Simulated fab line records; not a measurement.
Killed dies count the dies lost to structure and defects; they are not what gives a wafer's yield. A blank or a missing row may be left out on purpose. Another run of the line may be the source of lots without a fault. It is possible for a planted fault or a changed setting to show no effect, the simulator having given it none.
Matching of chambers | flow n5-finfet | N5_BEOL_M5_DESCUM_16 on rie-diel-01: 4 sister chambers
The step chemistry O2, time 7 s. 22 wafers are shown with their chamber, then 11 later ones without.

EACH WAFER AND ITS CHAMBER
wafer  | chamber | showerhead-plenum-p-Torr (Torr) | drypump-motor-current-A (A) | throttle-valve-pct (%)
L076.3 | 0       | 2.15                            | 5.2                         | 20.35
L076.4 | 3       | 2.04                            | 6.2                         | 20.09
L076.6 | 2       | 2.00                            | 6.1                         | 20.64
L078.2 | 0       | 2.15                            | 5.2                         | 20.35
L078.4 | 2       | 2.00                            | 6.1                         | 20.64
L078.5 | 3       | 2.03                            | 6.2                         | 20.09
L081.1 | 1       | 2.07                            | 5.8                         | 20.25
L081.2 | 3       | 2.03                            | 6.2                         | 20.09
L081.5 | 0       | 2.15                            | 5.2                         | 20.35
L083.1 | 2       | 2.00                            | 6.1                         | 20.66
L083.2 | 3       | 2.03                            | 6.2                         | 20.09
L083.5 | 2       | 2.00                            | 6.1                         | 20.67
L085.2 | 0       | 2.15                            | 5.2                         | 20.38
L085.4 | 1       | 2.07                            | 5.8                         | 20.27
L085.6 | 0       | 2.15                            | 5.2                         | 20.35
L086.1 | 0       | 2.14                            | 5.2                         | 20.36
L086.2 | 1       | 2.07                            | 5.9                         | 20.27
L086.4 | 3       | 2.03                            | 6.3                         | 20.11
L087.1 | 3       | 2.03                            | 6.2                         | 20.11
L087.2 | 2       | 1.99                            | 6.1                         | 20.67
L087.6 | 3       | 2.03                            | 6.2                         | 20.11
L090.2 | 3       | 2.03                            | 6.2                         | 20.10

SIGNATURES (averages over the wafers above)
reading                  | chamber 0 | chamber 1 | chamber 2 | chamber 3 | scatter within a chamber
showerhead-plenum-p-Torr | 2.1483    | 2.0700    | 1.9980    | 2.0312    | 0.00373
drypump-motor-current-A  | 5.200     | 5.833     | 6.100     | 6.213     | 0.0293
throttle-valve-pct       | 20.3567   | 20.2633   | 20.6560   | 20.0987   | 0.012
Rule: for each reading, subtract the chamber's mean from the wafer's reading, divide by that reading's scatter and square the result; add these up over the readings and take the root, which gives the wafer's distance from the chamber. The wafer belongs to the nearest chamber; if the next one is less than 2 further off, it can't be placed. The scatter: the root of (the sum of the squares of (reading less its chamber's mean) over the shown wafers, divided by (wafers less chambers)).

WAFERS MISSING THEIR CHAMBER
wafer  | showerhead-plenum-p-Torr (Torr) | drypump-motor-current-A (A) | throttle-valve-pct (%)
L090.3 | 2.14                            | 5.2                         | 20.38
L090.4 | 2.07                            | 5.8                         | 20.27
L093.1 | 2.03                            | 6.3                         | 20.13
L093.2 | 2.14                            | 5.2                         | 20.40
L093.3 | 2.03                            | 6.2                         | 20.13
L094.4 | 2.03                            | 6.2                         | 20.12
L094.5 | 2.14                            | 5.2                         | 20.39
L094.6 | 2.07                            | 5.8                         | 20.29
L095.2 | 2.07                            | 5.8                         | 20.30
L095.4 | 2.14                            | 5.2                         | 20.39
L095.5 | 2.07                            | 5.8                         | 20.30

THE CHAMBER EACH PASSED THROUGH
wafer  | from the rows above | in truth
L090.3 | 0                   | 0
L090.4 | 1                   | 1
L093.1 | 3                   | 3
L093.2 | 0                   | 0
L093.3 | 3                   | 3
L094.4 | 3                   | 3
L094.5 | 0                   | 0
L094.6 | 1                   | 1
L095.2 | 1                   | 1
L095.4 | 0                   | 0
L095.5 | 1                   | 1
11 of 11 placed correctly. Left unplaced by these rows: 0. Wrongly placed: 0.
